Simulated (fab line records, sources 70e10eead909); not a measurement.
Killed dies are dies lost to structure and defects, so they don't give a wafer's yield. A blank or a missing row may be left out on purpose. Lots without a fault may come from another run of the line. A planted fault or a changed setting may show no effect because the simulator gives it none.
Which tool did it? | flow nand_harc | 6 lots, 18 wafers sampled, at 2 steps of a route of 1302

WHAT THE GAUGES READ, wafer by wafer
NHARC_P_GATE_CD_MEAS_59: target cd 720 nm.
lot  | measured     | on        | cd_nm (nm)
L189 | day 6 02:47  | cd_sem-03 | 720.8 718.1 718.2
L200 | day 10 06:43 | cd_sem-02 | 717.6 719.0 719.1
L203 | day 11 20:06 | cd_sem-03 | 721.0 717.9 719.1
L205 | day 12 13:51 | cd_sem-02 | 717.5 717.2 717.1
L207 | day 13 15:47 | cd_sem-01 | 721.9 719.7 723.0
L211 | day 15 00:46 | cd_sem-02 | 718.4 718.8 720.7

WHICH TOOL RAN EACH LOT (tool, then ch and the chambers of the sampled wafers, then the start)
lot  | NHARC_P_GATE_EXPOSE_56
L189 | krf_scanner-01 ch 0, day 6 02:37
L200 | krf_scanner-03 ch 0, day 10 06:34
L203 | krf_scanner-01 ch 0, day 11 19:57
L205 | krf_scanner-03 ch 0, day 12 13:41
L207 | krf_scanner-03 ch 0, day 13 15:38
L211 | krf_scanner-01 ch 0, day 15 00:36
- NHARC_P_GATE_EXPOSE_56: exposes mask P PSD, target cd 720 nm.

THE ANSWER, worked out from the rows above alone
Rule: what is usual is taken from the lots themselves. Put in order of their means at a reading, lots are off if they are a third of the lots or fewer, leave a main group of 4 or more, and stand apart from it by a gap of 3 or more times the standard deviation of the main group's means; of several such gaps the widest counts. A main group whose means are all the same, to the digits that the tables above print for the reading, isn't used. A lot without any number at a reading at which 4 lots or more have one is off too. The other lots that the step has rows for count as sound.
No lot is off at any reading shown: from this, nothing can be told.

WHAT THE SIMULATOR HAD PUT IN
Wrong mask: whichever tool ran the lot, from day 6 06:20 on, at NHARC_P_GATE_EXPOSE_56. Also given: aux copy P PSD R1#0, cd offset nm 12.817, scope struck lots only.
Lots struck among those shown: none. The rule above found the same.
